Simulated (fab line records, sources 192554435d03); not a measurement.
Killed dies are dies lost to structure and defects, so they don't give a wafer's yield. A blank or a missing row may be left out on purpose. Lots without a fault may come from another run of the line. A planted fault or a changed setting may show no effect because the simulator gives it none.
Chamber matching | flow n5_finfet | N5_BEOL_M5_ETCH_68 on rie_diel-01: 4 sister chambers
The step etches SOC in N2/H2, target depth 80 nm, overetch 16 nm, time 120 s. 18 wafers are shown with their chamber, then 9 later ones without.

WAFERS WITH THEIR CHAMBER
wafer  | chamber | drypump_motor_current_A (A) | showerhead_plenum_p_Torr (Torr) | rf_vpp_V (V)
L074.2 | 0       | 4.9                         | 2.60                            | 526
L074.3 | 2       | 5.0                         | 2.51                            | 523
L074.4 | 1       | 5.8                         | 2.59                            | 525
L075.3 | 1       | 5.8                         | 2.58                            | 526
L075.5 | 3       | 5.4                         | 2.43                            | 520
L075.6 | 0       | 4.9                         | 2.60                            | 524
L083.4 | 3       | 5.3                         | 2.43                            | 522
L083.5 | 3       | 5.3                         | 2.43                            | 520
L083.6 | 0       | 4.9                         | 2.59                            | 523
L086.1 | 0       | 4.9                         | 2.59                            | 526
L086.2 | 3       | 5.4                         | 2.43                            | 521
L086.4 | 3       | 5.4                         | 2.43                            | 519
L087.2 | 3       | 5.4                         | 2.43                            | 520
L087.3 | 0       | 4.9                         | 2.59                            | 524
L087.6 | 0       | 4.9                         | 2.59                            | 525
L088.1 | 1       | 5.8                         | 2.57                            | 526
L088.2 | 3       | 5.4                         | 2.43                            | 520
L088.4 | 2       | 5.0                         | 2.50                            | 523

SIGNATURES (means of the wafers above)
reading                  | chamber 0 | chamber 1 | chamber 2 | chamber 3 | scatter within a chamber
drypump_motor_current_A  | 4.900     | 5.800     | 5.000     | 5.371     | 0.0319
showerhead_plenum_p_Torr | 2.5933    | 2.5800    | 2.5050    | 2.4300    | 0.00523
rf_vpp_V                 | 524.67    | 525.67    | 523.00    | 520.29    | 0.979
Rule: a wafer's distance from a chamber is the root of the sum, over the readings, of the square of ((its reading less the chamber's mean) divided by the reading's scatter). The wafer belongs to the nearest chamber; if the next one is less than 2 further off, it can't be placed. The scatter: the root of (the sum of the squares of (reading less its chamber's mean) over the shown wafers, divided by (wafers less chambers)).

WAFERS WITHOUT THEIR CHAMBER
wafer  | drypump_motor_current_A (A) | showerhead_plenum_p_Torr (Torr) | rf_vpp_V (V)
L091.1 | 4.9                         | 2.58                            | 525
L091.3 | 5.3                         | 2.42                            | 519
L091.4 | 5.8                         | 2.57                            | 525
L094.2 | 5.4                         | 2.42                            | 520
L094.3 | 5.8                         | 2.57                            | 526
L094.5 | 5.0                         | 2.50                            | 524
L096.2 | 5.8                         | 2.57                            | 526
L096.3 | 5.0                         | 2.50                            | 523
L096.4 | 5.4                         | 2.42                            | 520

WHICH CHAMBER EACH WENT THROUGH
wafer  | from the rows above | in truth
L091.1 | 0                   | 0
L091.3 | 3                   | 3
L091.4 | 1                   | 1
L094.2 | 3                   | 3
L094.3 | 1                   | 1
L094.5 | 2                   | 2
L096.2 | 1                   | 1
L096.3 | 2                   | 2
L096.4 | 3                   | 3
Placed correctly: 9 of 9. Can't be placed from these rows: 0. Placed wrongly: 0.
